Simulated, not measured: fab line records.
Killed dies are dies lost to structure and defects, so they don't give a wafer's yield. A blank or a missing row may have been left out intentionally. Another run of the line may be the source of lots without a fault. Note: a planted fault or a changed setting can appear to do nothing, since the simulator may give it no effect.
What tool caused it? -- flow nand harc -- Sampling: 14 lots, 42 wafers, 4 of 1302 route steps

## WHAT EACH GAUGE READ, for each wafer
NHARC_A_SLIT_CD_MEAS_21.
lot,measured,on,cd nm (nm)
L529,day 19 07:04,cd sem-02,289.9 290.1 290.1
L528,day 19 22:26,cd sem-02,288.1 290.0 289.6
L539,day 23 04:59,cd sem-03,289.7 289.5 289.7
L540,day 23 09:58,cd sem-03,288.7 288.9 289.1
L541,day 23 17:34,cd sem-02,290.1 289.9 288.9
L543,day 25 01:46,cd sem-02,289.9 289.2 289.9
L544,day 25 10:47,cd sem-01,290.3 289.9 290.0
L545,day 25 17:36,cd sem-02,289.7 290.7 290.1
L546,day 26 08:04,cd sem-03,290.3 290.6 289.6
L547,day 26 08:31,cd sem-02,289.7 290.2 289.3
L549,day 27 14:45,cd sem-01,289.8 290.4 289.7
L548,day 27 18:53,cd sem-03,289.8 289.8 290.1
L551,day 28 16:39,cd sem-02,289.7 290.1 289.4
L550,day 28 20:26,cd sem-02,288.5 288.5 289.5

NHARC_A_WL_FILL_INSPECT_15.
lot,measured,on,raw defect count
L529,day 20 09:09,defect inspect-01,409 478 484
L528,day 20 22:54,defect inspect-01,736 519 648
L539,day 24 07:07,defect inspect-01,657 690 460
L540,day 24 12:34,defect inspect-01,393 405 561
L541,day 24 21:49,defect inspect-01,340 408 427
L543,day 26 05:31,defect inspect-02,321 421 400
L544,day 26 14:03,defect inspect-02,683 796 700
L545,day 26 18:46,defect inspect-02,359 357 685
L546,day 27 10:20,defect inspect-01,341 597 603
L547,day 27 10:20,defect inspect-02,339 320 452
L549,day 28 18:52,defect inspect-02,581 551 597
L548,day 28 19:00,defect inspect-01,312 445 372
L551,day 29 17:28,defect inspect-02,702 948 538
L550,day 29 21:10,defect inspect-01,359 277 329

## WHAT TOOL EACH LOT RAN ON (gives the tool, then ch and the chambers of the sampled wafers, and finally the start)
lot,NHARC_A_SLIT_ETCH_29,NHARC_A_WL_FILL_ETCHBACK_17
L529,"rie diel-06 ch 0,2,3, day 19 06:28","rie metal-03 ch 0,1, day 20 01:28"
L528,"rie diel-12 ch 2,3, day 19 21:54","rie metal-02 ch 0,1, day 20 16:40"
L539,"rie diel-10 ch 0,1,3, day 23 04:27","rie metal-03 ch 1, day 24 00:42"
L540,"rie diel-10 ch 1,2, day 23 09:25","rie metal-03 ch 0,1, day 24 06:10"
L541,"rie diel-12 ch 0,2,3, day 23 17:02","rie metal-01 ch 0, day 24 15:20"
L543,"rie diel-06 ch 0,1,3, day 25 01:15","rie metal-03 ch 0,1, day 25 23:12"
L544,"rie diel-12 ch 0,1,3, day 25 10:16","rie metal-03 ch 0,1, day 26 07:31"
L545,"rie diel-10 ch 1,2,3, day 25 17:05","rie metal-03 ch 0,1, day 26 12:05"
L546,"rie diel-10 ch 1,2,3, day 26 07:30","rie metal-02 ch 0,1, day 27 06:05"
L547,"rie diel-06 ch 1,2,3, day 26 07:59","rie metal-01 ch 0, day 27 03:59"
L549,"rie diel-12 ch 0,3, day 27 14:13","rie metal-02 ch 0,1, day 28 12:32"
L548,"rie diel-10 ch 0,1, day 27 18:21","rie metal-03 ch 0,1, day 28 12:33"
L551,"rie diel-10 ch 0,1, day 28 16:07","rie metal-02 ch 1, day 29 11:14"
L550,"rie diel-10 ch 1,2,3, day 28 19:54","rie metal-01 ch 0,1, day 29 14:46"
- NHARC_A_SLIT_ETCH_29: etches the open film in CF4/O2, target depth 100 nm, overetch 10 nm, time 55 s.
- NHARC_A_WL_FILL_ETCHBACK_17: etches the open film in Cl2/BCl3, target depth 4 nm, time 26.7 s.

## AS READ BY THE TOOLS THEMSELVES (means over the sampled wafers that have a number; for cases with no such wafer, the mark the record gives instead)
NHARC_A_SLIT_ETCH_29.
lot,tool,cf4 flow sccm (sccm),drypump motor current A (A),oes product au (a.u.),rf vpp V (V),showerhead plenum p Torr (Torr),throttle valve pct (%)
L529,rie diel-06,80.07,5.9,0.996,199.2,1.37,13.397
L528,rie diel-12,80.29,6.0,0.993,198.4,1.36,13.395
L539,rie diel-10,80.05,5.6,1.005,198.7,1.38,13.398
L540,rie diel-10,79.99,5.7,1.002,195.4,1.29,13.399
L541,rie diel-12,80.18,6.3,1.002,197.9,1.34,13.399
L543,rie diel-06,80.01,5.6,1.005,198.5,1.36,13.388
L544,rie diel-12,79.97,6.2,1.004,197.0,1.32,13.409
L545,rie diel-10,80.10,5.6,1.005,197.5,1.34,13.395
L546,rie diel-10,79.96,5.6,1.005,198.9,1.34,13.393
L547,rie diel-06,80.10,5.8,0.996,198.2,1.39,13.387
L549,rie diel-12,79.85,6.6,0.994,197.3,1.32,13.393
L548,rie diel-10,79.98,5.4,0.999,198.2,1.35,13.397
L551,rie diel-10,79.74,5.8,1.000,198.6,1.37,13.393
L550,rie diel-10,79.72,5.6,1.000,197.9,1.34,13.396

NHARC_A_WL_FILL_ETCHBACK_17.
lot,tool,chamber pressure mTorr (mTorr),drypump motor current A (A),oes product au (a.u.)
L529,rie metal-03,10.002,5.93,0.991
L528,rie metal-02,10.002,5.63,1.005
L539,rie metal-03,-,-,-
L540,rie metal-03,-,-,-
L541,rie metal-01,10.004,5.19,0.993
L543,rie metal-03,9.993,6.02,1.010
L544,rie metal-03,9.999,6.02,1.013
L545,rie metal-03,10.001,5.93,1.009
L546,rie metal-02,9.988,5.62,1.001
L547,rie metal-01,10.007,5.19,0.995
L549,rie metal-02,9.999,5.60,1.007
L548,rie metal-03,9.997,5.94,1.007
L551,rie metal-02,9.993,5.63,1.001
L550,rie metal-01,10.002,5.53,0.993

## THE ANSWER, worked out from the rows above alone
Rule: what is usual is taken from the lots themselves. Put in order of their means at a reading, lots are off if they are a third of the lots or fewer, leave a main group of 4 or more, and stand apart from it by a gap of 3 or more times the standard deviation of the main group's means; of several such gaps the widest counts. The tables above print the reading to a certain number of digits; a main group whose means all agree to those digits is not used. Also off: a lot with no number at a reading for which 4 or more lots have one. Any other lot the step has rows for is counted as sound. After the gauges, taken in route order, come the tools' own readings; for these a lot's mean is taken, as printed above. The first step at which some lot is off is used, and at that step the reading that is off furthest; a lot without a number counts as furthest.
Off, at NHARC_A_WL_FILL_ETCHBACK_17 on chamber pressure mTorr: L539, L540. Without a number there: L539, L540. The main group: mean 9.999 mTorr, standard deviation 0.0051.
A tool fits if, at that step or a process step before it, it ran every lot that is off, and no sound lot after the first of them. None of those tried fits.

## WHAT HAD BEEN PUT IN BY THE SIMULATOR
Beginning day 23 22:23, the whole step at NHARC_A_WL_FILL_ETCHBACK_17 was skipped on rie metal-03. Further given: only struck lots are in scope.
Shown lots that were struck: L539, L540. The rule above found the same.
